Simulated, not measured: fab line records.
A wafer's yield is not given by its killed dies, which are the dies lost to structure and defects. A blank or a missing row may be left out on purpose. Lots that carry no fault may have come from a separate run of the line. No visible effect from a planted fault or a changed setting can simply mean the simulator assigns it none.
Which tool did it? | flow n5 finfet | Sampling: 24 lots, 72 wafers, 6 of 1938 route steps

WHAT THE GAUGES READ, wafer by wafer
N5_BEOL_M5_THK_MEAS_01. Usual: for M5_ILD_THK the level is 121.8 nm and the standard deviation is 1.8.
lot  | measured     | on            | M5_ILD_THK (nm)   | flag
L075 | day 7 18:11  | film metro-02 | 121.7 120.5 123.8 |
L074 | day 7 18:40  | film metro-01 | 120.8 119.9 124.2 |
L076 | day 8 14:35  | film metro-01 | 121.4 123.2 125.3 |
L077 | day 8 19:17  | film metro-02 | 122.3 123.5 125.8 |
L078 | day 8 20:24  | film metro-02 | 121.0 122.1 122.7 |
L079 | day 9 01:54  | film metro-01 | 120.1 120.5 115.1 |
L080 | day 9 09:28  | film metro-01 | 118.5 120.2 123.2 |
L081 | day 9 22:13  | film metro-01 | 122.0 119.6 123.7 |
L082 | day 10 01:36 | film metro-01 | 123.5 122.6 124.7 |
L083 | day 10 03:38 | film metro-01 | 122.5 123.4 125.1 |
L084 | day 10 05:26 | film metro-01 | 123.0 121.5 124.8 |
L086 | day 10 22:38 | film metro-01 | 120.1 122.2 124.3 |
L087 | day 11 00:56 | film metro-02 | 119.9 122.2 121.2 |
L085 | day 11 03:36 | film metro-01 | 121.3 121.4 122.4 |
L088 | day 11 04:54 | film metro-01 | 121.1 123.2 120.9 |
L089 | day 12 04:09 | film metro-02 | 120.5 123.4 121.6 |
L090 | day 12 07:25 | film metro-02 | 119.3 122.2 121.0 |
L091 | day 12 14:28 | film metro-02 | 121.5 121.0 123.7 |
L093 | day 13 01:48 | film metro-01 | 121.5 123.0 123.7 |
L094 | day 13 10:00 | film metro-02 | 118.1 121.8 119.6 |
L092 | day 13 09:40 | film metro-02 | 121.6 123.4 123.7 |
L095 | day 13 19:10 | film metro-02 | 120.4 120.3 122.6 |
L096 | day 14 09:25 | film metro-02 | 118.9 123.5 121.2 |
L097 | day 14 14:52 | film metro-02 | 120.6 122.8 123.2 |

N5_BEOL_M5_CD_MEAS_18: pitch 56 nm, target cd 28 nm. Usual: cd nm at 28.1 nm, with a standard deviation of 0.43.
lot  | measured     | on        | cd nm (nm)     | flag
L075 | day 7 19:47  | cd sem-02 | 28.3 28.5 28.3 |
L074 | day 7 20:14  | cd sem-01 | 29.2 28.3 28.8 |
L076 | day 8 16:19  | cd sem-02 | 27.9 28.3 27.8 |
L077 | day 8 20:40  | cd sem-01 | 28.5 28.1 28.0 |
L078 | day 8 23:19  | cd sem-03 | 27.6 28.6 27.8 |
L079 | day 9 03:37  | cd sem-01 | 28.7 27.9 28.6 |
L080 | day 9 13:44  | cd sem-01 | 27.8 28.0 27.9 |
L081 | day 9 23:40  | cd sem-01 | 28.8 28.8 28.1 |
L082 | day 10 05:05 | cd sem-01 | 28.2 28.2 28.2 |
L083 | day 10 05:44 | cd sem-03 | 28.1 27.8 27.7 |
L084 | day 10 07:12 | cd sem-02 | 28.5 27.7 28.5 |
L086 | day 11 00:37 | cd sem-02 | 28.4 28.4 28.4 |
L087 | day 11 02:28 | cd sem-01 | 28.2 27.5 27.8 |
L085 | day 11 05:14 | cd sem-02 | 27.0 27.7 28.1 |
L088 | day 11 06:15 | cd sem-02 | 27.2 28.1 28.1 |
L089 | day 12 07:38 | cd sem-01 | 27.9 27.9 27.3 |
L090 | day 12 09:16 | cd sem-01 | 27.9 28.8 28.3 |
L091 | day 12 17:55 | cd sem-02 | 28.3 28.3 28.5 |
L093 | day 13 03:13 | cd sem-03 | 28.2 28.3 28.1 |
L094 | day 13 11:55 | cd sem-03 | 28.1 27.7 28.6 |
L092 | day 13 11:55 | cd sem-02 | 27.6 28.3 29.1 |
L095 | day 13 22:05 | cd sem-02 | 28.0 27.6 28.6 |
L096 | day 14 10:31 | cd sem-03 | 28.4 27.8 28.4 |
L097 | day 14 18:28 | cd sem-03 | 28.0 27.4 28.4 |

WHAT TOOL EACH LOT RAN ON (gives the tool, then ch and the chambers of the sampled wafers, and finally the start)
lot  | N5_BEOL_M4_SPUTTER_88        | N5_BEOL_M4_ANNEAL_93         | N5_BEOL_M5_ILD_DEP_00           | N5_BEOL_M5_ETCH_61
L075 | pvd sputter-01, day 7 14:40  | pvd sputter-01, day 7 15:11  | pecvd-04 ch 0,1, day 7 17:37    | rie diel-03 ch 0,1,2, day 7 19:24
L074 | pvd sputter-02, day 7 14:51  | pvd sputter-02, day 7 15:22  | pecvd-02 ch 0,2, day 7 18:01    | rie diel-02 ch 1,2, day 7 19:51
L076 | pvd sputter-01, day 8 10:08  | pvd sputter-01, day 8 10:39  | pecvd-03 ch 0,1,2, day 8 13:32  | rie diel-02 ch 0,1,2, day 8 15:57
L077 | pvd sputter-02, day 8 15:46  | pvd sputter-02, day 8 16:17  | pecvd-03 ch 1,2, day 8 18:43    | rie diel-03 ch 1,2,3, day 8 20:17
L078 | pvd sputter-03, day 8 16:49  | pvd sputter-03, day 8 17:20  | pecvd-03 ch 0,2, day 8 19:50    | rie diel-03 ch 1,2,3, day 8 22:55
L079 | pvd sputter-02, day 8 22:18  | pvd sputter-02, day 8 22:49  | pecvd-04 ch 0,1,2, day 9 01:19  | rie diel-02 ch 0,1,2, day 9 03:14
L080 | pvd sputter-02, day 9 05:53  | pvd sputter-02, day 9 06:24  | pecvd-02 ch 0,1,2, day 9 08:53  | rie diel-01 ch 2,3, day 9 13:07
L081 | pvd sputter-01, day 9 18:41  | pvd sputter-01, day 9 19:13  | pecvd-04 ch 1,2, day 9 21:38    | rie diel-03 ch 0,1,3, day 9 23:04
L082 | pvd sputter-01, day 9 21:33  | pvd sputter-01, day 9 22:04  | pecvd-04 ch 1,2, day 10 01:02   | rie diel-02 ch 0,3, day 10 04:37
L083 | pvd sputter-02, day 10 00:05 | pvd sputter-02, day 10 00:36 | pecvd-03 ch 0,1,2, day 10 03:04 | rie diel-01 ch 0,1,2, day 10 05:19
L084 | pvd sputter-03, day 10 01:53 | pvd sputter-03, day 10 02:24 | pecvd-03 ch 0,2, day 10 04:51   | rie diel-01 ch 1,2, day 10 06:49
L086 | pvd sputter-03, day 10 18:55 | pvd sputter-03, day 10 19:26 | pecvd-03 ch 0,2, day 10 22:04   | rie diel-03 ch 0,2,3, day 11 00:05
L087 | pvd sputter-02, day 10 21:23 | pvd sputter-02, day 10 21:55 | pecvd-02 ch 0,1,2, day 11 00:22 | rie diel-02 ch 0,1,3, day 11 02:05
L085 | pvd sputter-01, day 11 00:03 | pvd sputter-01, day 11 00:34 | pecvd-02 ch 0,1, day 11 02:59   | rie diel-02 ch 0,2,3, day 11 04:50
L088 | pvd sputter-02, day 11 01:10 | pvd sputter-02, day 11 01:41 | pecvd-02 ch 0,1, day 11 04:19   | rie diel-02 ch 2,3, day 11 05:47
L089 | pvd sputter-03, day 12 00:38 | pvd sputter-03, day 12 01:10 | pecvd-02 ch 1,2, day 12 03:35   | rie diel-03 ch 1,3, day 12 07:16
L090 | pvd sputter-01, day 12 03:54 | pvd sputter-01, day 12 04:25 | pecvd-02 ch 0,1,2, day 12 06:50 | rie diel-02 ch 1,3, day 12 08:47
L091 | pvd sputter-03, day 12 10:53 | pvd sputter-03, day 12 11:29 | pecvd-02 ch 1,2, day 12 13:54   | rie diel-02 ch 1,2, day 12 17:28
L093 | pvd sputter-03, day 12 22:17 | pvd sputter-03, day 12 22:49 | pecvd-02 ch 0,1,2, day 13 01:14 | rie diel-01 ch 0,1, day 13 02:50
L094 | pvd sputter-03, day 13 05:56 | pvd sputter-03, day 13 06:28 | pecvd-03 ch 0,1, day 13 08:57   | rie diel-01 ch 0,2, day 13 11:31
L092 | pvd sputter-01, day 13 06:05 | pvd sputter-01, day 13 06:37 | pecvd-03 ch 0,2, day 13 09:06   | rie diel-03 ch 0,1,3, day 13 11:30
L095 | pvd sputter-02, day 13 15:10 | pvd sputter-02, day 13 15:41 | pecvd-04 ch 0,1,2, day 13 18:06 | rie diel-03 ch 1,2, day 13 21:41
L096 | pvd sputter-03, day 14 05:31 | pvd sputter-03, day 14 06:02 | pecvd-03 ch 0,2, day 14 08:50   | rie diel-01 ch 0,1,3, day 14 10:08
L097 | pvd sputter-03, day 14 11:09 | pvd sputter-03, day 14 11:40 | pecvd-02 ch 0,2, day 14 14:17   | rie diel-03 ch 1,2,3, day 14 18:05
- N5_BEOL_M4_SPUTTER_88: material Cu, target thk 4.5 nm, time 8.29 s.
- N5_BEOL_M4_ANNEAL_93: time 240 s.
- N5_BEOL_M5_ILD_DEP_00: deposits SiCOH lowk from DEMS/porogen, target thk 140.64 nm, time 25.9 s.
- N5_BEOL_M5_ETCH_61: etches SiARC in CF4, target depth 15.6 nm, time 26 s.

WHAT THE TOOLS THEMSELVES READ (means of the sampled wafers that have a number; where no wafer has one, the mark that the record gives instead)
N5_BEOL_M4_SPUTTER_88. Usual: chuck gas flow sccm 1.27 sccm, standard deviation 0.053; throttle valve pct 29.8 %, standard deviation 0.99.
lot  | tool           | chuck gas flow sccm (sccm) | throttle valve pct (%) | flag
L075 | pvd sputter-01 | 1.28                       | 29.4                   |
L074 | pvd sputter-02 | 1.23                       | 29.0                   |
L076 | pvd sputter-01 | 1.30                       | 29.9                   |
L077 | pvd sputter-02 | 1.25                       | 29.4                   |
L078 | pvd sputter-03 | 1.24                       | 31.1                   |
L079 | pvd sputter-02 | 1.27                       | 28.8                   |
L080 | pvd sputter-02 | 1.30                       | 29.8                   |
L081 | pvd sputter-01 | 1.26                       | 30.0                   |
L082 | pvd sputter-01 | 1.21                       | 30.3                   |
L083 | pvd sputter-02 | 1.30                       | 29.8                   |
L084 | pvd sputter-03 | 1.28                       | 30.3                   |
L086 | pvd sputter-03 | 1.24                       | 31.0                   |
L087 | pvd sputter-02 | 1.23                       | 29.7                   |
L085 | pvd sputter-01 | 1.34                       | 30.2                   |
L088 | pvd sputter-02 | 1.26                       | 28.9                   |
L089 | pvd sputter-03 | 1.24                       | 31.0                   |
L090 | pvd sputter-01 | 1.31                       | 30.0                   |
L091 | pvd sputter-03 | 1.26                       | 29.3                   |
L093 | pvd sputter-03 | 1.34                       | 30.9                   |
L094 | pvd sputter-03 | 1.30                       | 29.7                   |
L092 | pvd sputter-01 | 1.25                       | 30.0                   |
L095 | pvd sputter-02 | 1.26                       | 28.7                   |
L096 | pvd sputter-03 | 1.28                       | 30.1                   |
L097 | pvd sputter-03 | 1.22                       | 30.4                   |

N5_BEOL_M4_ANNEAL_93. Usual: heater power w at 823 W, with a standard deviation of 68.
lot  | tool           | heater power w (W) | flag
L075 | pvd sputter-01 | 780                |
L074 | pvd sputter-02 | 919                |
L076 | pvd sputter-01 | 805                |
L077 | pvd sputter-02 | 853                |
L078 | pvd sputter-03 | 827                |
L079 | pvd sputter-02 | 884                |
L080 | pvd sputter-02 | 882                |
L081 | pvd sputter-01 | 805                |
L082 | pvd sputter-01 | 819                |
L083 | pvd sputter-02 | 889                |
L084 | pvd sputter-03 | 829                |
L086 | pvd sputter-03 | 846                |
L087 | pvd sputter-02 | 845                |
L085 | pvd sputter-01 | 801                |
L088 | pvd sputter-02 | 886                |
L089 | pvd sputter-03 | 792                |
L090 | pvd sputter-01 | 766                |
L091 | pvd sputter-03 | 844                |
L093 | pvd sputter-03 | 792                |
L094 | pvd sputter-03 | 866                |
L092 | pvd sputter-01 | 765                |
L095 | pvd sputter-02 | 831                |
L096 | pvd sputter-03 | 800                |
L097 | pvd sputter-03 | 775                |

N5_BEOL_M5_ILD_DEP_00. Usual: heater power w 303 W, standard deviation 55; rf fwd power W 494.9 W, standard deviation 2.6; showerhead plenum p Torr 5.744 Torr, standard deviation 0.012; throttle valve pct 13.8 %, standard deviation 0.78.
lot  | tool     | heater power w (W) | rf fwd power W (W) | showerhead plenum p Torr (Torr) | throttle valve pct (%) | flag
L075 | pecvd-04 | 257                | 492.0              | 5.746                           | 14.0                   |
L074 | pecvd-02 | 258                | 495.8              | 5.751                           | 14.1                   |
L076 | pecvd-03 | 351                | 496.0              | 5.747                           | 13.7                   |
L077 | pecvd-03 | 410                | 496.7              | 5.744                           | 13.7                   |
L078 | pecvd-03 | 357                | 493.8              | 5.747                           | 14.3                   |
L079 | pecvd-04 | 277                | 496.3              | 5.738                           | 13.9                   |
L080 | pecvd-02 | 261                | 495.2              | 5.745                           | 13.9                   |
L081 | pecvd-04 | 326                | 496.3              | 5.740                           | 13.0                   |
L082 | pecvd-04 | 310                | 493.6              | 5.736                           | 13.0                   |
L083 | pecvd-03 | 354                | 493.5              | 5.755                           | 13.9                   |
L084 | pecvd-03 | 365                | 493.9              | 5.759                           | 13.9                   |
L086 | pecvd-03 | 372                | 495.9              | 5.746                           | 14.1                   |
L087 | pecvd-02 | 266                | 495.6              | 5.741                           | 13.5                   |
L085 | pecvd-02 | 283                | 495.4              | 5.734                           | 13.9                   |
L088 | pecvd-02 | 273                | 495.7              | 5.739                           | 14.0                   |
L089 | pecvd-02 | 233                | 495.6              | 5.740                           | 13.3                   |
L090 | pecvd-02 | 256                | 495.2              | 5.745                           | 13.6                   |
L091 | pecvd-02 | 238                | 496.4              | 5.732                           | 13.2                   |
L093 | pecvd-02 | 258                | 494.9              | 5.741                           | 13.6                   |
L094 | pecvd-03 | 335                | 492.6              | 5.742                           | 14.2                   |
L092 | pecvd-03 | 354                | 492.4              | 5.751                           | 14.2                   |
L095 | pecvd-04 | 279                | 494.4              | 5.731                           | 14.2                   |
L096 | pecvd-03 | 358                | 493.3              | 5.744                           | 14.2                   |
L097 | pecvd-02 | 259                | 496.4              | 5.756                           | 13.1                   |

N5_BEOL_M5_ETCH_61. Usual: drypump motor current A is 5.7 A with standard deviation 0.44, etch rf on time s is 25.8 s with standard deviation 0.67, oes product au is 0.67 a.u. with standard deviation 0.084, rf fwd power W is 532.0 W with standard deviation 2, rf vpp V is 184.0 V with standard deviation 1.2, showerhead plenum p Torr is 2.13 Torr with standard deviation 0.075, and throttle valve pct is 15.65 % with standard deviation 0.25.
lot  | tool        | drypump motor current A (A) | etch rf on time s (s) | oes product au (a.u.) | rf fwd power W (W) | rf vpp V (V) | showerhead plenum p Torr (Torr) | throttle valve pct (%) | flag
L075 | rie diel-03 | 5.5                         | 25.5                  | 0.63                  | 531.6              | 183.9        | 2.15                            | 15.90                  |
L074 | rie diel-02 | 5.8                         | 25.7                  | 0.62                  | 533.1              | 184.0        | 2.06                            | 15.62                  |
L076 | rie diel-02 | 5.7                         | 26.1                  | 0.65                  | 533.0              | 183.7        | 2.09                            | 15.58                  |
L077 | rie diel-03 | 5.4                         | 25.3                  | 0.62                  | 531.5              | 184.6        | 2.12                            | 15.84                  |
L078 | rie diel-03 | 5.4                         | 25.1                  | 0.63                  | 529.6              | 183.0        | 2.12                            | 15.83                  |
L079 | rie diel-02 | 5.7                         | 26.4                  | 0.64                  | 534.7              | 183.0        | 2.09                            | 15.59                  |
L080 | rie diel-01 | 6.0                         | 25.8                  | 0.61                  | 531.6              | 184.3        | 2.14                            | 16.01                  |
L081 | rie diel-03 | 5.5                         | 25.4                  | 0.63                  | 530.9              | 184.4        | 2.12                            | 15.90                  |
L082 | rie diel-02 | 5.3                         | 27.3                  | 0.71                  | 533.2              | 183.4        | 2.15                            | 15.45                  |
L083 | rie diel-01 | 6.0                         | 25.7                  | 0.65                  | 531.2              | 183.5        | 2.11                            | 15.67                  |
L084 | rie diel-01 | 6.3                         | 25.5                  | 0.60                  | 530.3              | 183.4        | 2.06                            | 15.72                  |
L086 | rie diel-03 | 5.3                         | 25.6                  | 0.61                  | 532.4              | 184.5        | 2.16                            | 15.94                  |
L087 | rie diel-02 | 5.7                         | 26.3                  | 0.69                  | 532.6              | 183.2        | 2.16                            | 15.48                  |
L085 | rie diel-02 | 5.4                         | 26.5                  | 0.68                  | 533.4              | 184.0        | 2.13                            | 15.51                  |
L088 | rie diel-02 | 5.6                         | 26.1                  | 0.65                  | 531.7              | 184.0        | 2.10                            | 15.56                  |
L089 | rie diel-03 | 5.3                         | 25.3                  | 0.61                  | 531.1              | 184.3        | 2.08                            | 15.86                  |
L090 | rie diel-02 | 5.7                         | 26.8                  | 0.68                  | 533.0              | 184.5        | 2.20                            | 15.40                  |
L091 | rie diel-02 | 6.0                         | 25.8                  | 0.60                  | 531.9              | 183.7        | 2.09                            | 15.64                  |
L093 | rie diel-01 | 6.2                         | 25.4                  | 0.82                  | 532.8              | 185.1        | 2.25                            | 15.20                  |
L094 | rie diel-01 | 5.6                         | 25.9                  | 0.74                  | 532.8              | 185.1        | 2.14                            | 15.47                  |
L092 | rie diel-03 | 5.5                         | 25.2                  | 0.69                  | 530.6              | 183.7        | 2.11                            | 15.78                  |
L095 | rie diel-03 | 5.6                         | 25.3                  | 0.69                  | 529.7              | 182.9        | 2.08                            | 15.73                  |
L096 | rie diel-01 | 6.2                         | 25.9                  | 0.70                  | 532.0              | 184.8        | 2.22                            | 15.47                  |
L097 | rie diel-03 | 5.3                         | 25.3                  | 0.68                  | 530.7              | 183.7        | 2.11                            | 15.74                  |

THE ANSWER, worked out from the rows above alone
Rule: a lot is off if the mean of its wafers that have a number lies more than 3 standard deviations from the usual mean. A lot without any number at a reading at which 4 lots or more have one is off too. Any other lot the step has rows for is counted as sound. After the gauges, taken in route order, come the tools' own readings; for these a lot's mean is taken, as printed above. At the first step where some lot is off, the reading lying furthest off is the one used; lots without a number count as furthest.
Nothing can be told from this: no lot is off at any reading shown.

WHAT THE SIMULATOR HAD PUT IN
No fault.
